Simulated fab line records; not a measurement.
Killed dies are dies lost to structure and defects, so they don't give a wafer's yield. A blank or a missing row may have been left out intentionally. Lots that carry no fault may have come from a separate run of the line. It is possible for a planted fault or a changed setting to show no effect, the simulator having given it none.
Chamber matching ; flow n5_finfet ; N5_BEOL_M5_CO_CAP_78 on cvd_co-01: 3 sister chambers
The step material Co, precursor CCTBA/H2, target thk 2 nm, time 102.1 s. 24 wafers are shown with their chamber, then 12 later ones without.

WAFERS PAIRED WITH THEIR CHAMBERS
wafer;chamber;heater_power_w (W)
L076.1;1;285
L076.3;2;205
L076.5;2;208
L075.3;1;291
L075.5;2;209
L075.6;0;248
L077.1;2;202
L077.5;2;204
L077.6;0;252
L083.1;1;299
L083.2;2;208
L083.5;2;215
L079.2;1;303
L079.4;2;207
L079.6;1;303
L081.1;2;213
L081.2;1;301
L081.5;2;204
L082.2;2;207
L082.4;1;295
L082.5;2;206
L084.1;1;289
L084.4;2;209
L084.5;1;310

SIGNATURES (averages over the wafers above)
reading;chamber 0;chamber 1;chamber 2;scatter within a chamber
heater_power_w;250.00;297.33;207.46;5.65
Rule: distance of a wafer from a chamber = root of the sum over the readings of ((wafer's reading minus chamber's mean) / reading's scatter) squared. The wafer belongs to the nearest chamber; if the next one is less than 2 further off, it can't be placed. The scatter: take each reading less its chamber's mean, square it, sum over the shown wafers, divide by the number of wafers less the number of chambers, and take the root.

WAFERS WITH NO CHAMBER GIVEN
wafer;heater_power_w (W)
L086.1;298
L086.3;212
L086.4;209
L090.1;291
L090.4;293
L090.5;209
L092.1;214
L092.4;208
L092.5;253
L093.1;256
L093.4;208
L093.6;293

EACH ONE'S CHAMBER
wafer;from the rows above;in truth
L086.1;1;1
L086.3;2;2
L086.4;2;2
L090.1;1;1
L090.4;1;1
L090.5;2;2
L092.1;2;2
L092.4;2;2
L092.5;0;0
L093.1;0;0
L093.4;2;2
L093.6;1;1
12 of 12 placed correctly. Can't be placed from these rows: 0. Number placed wrongly: 0.
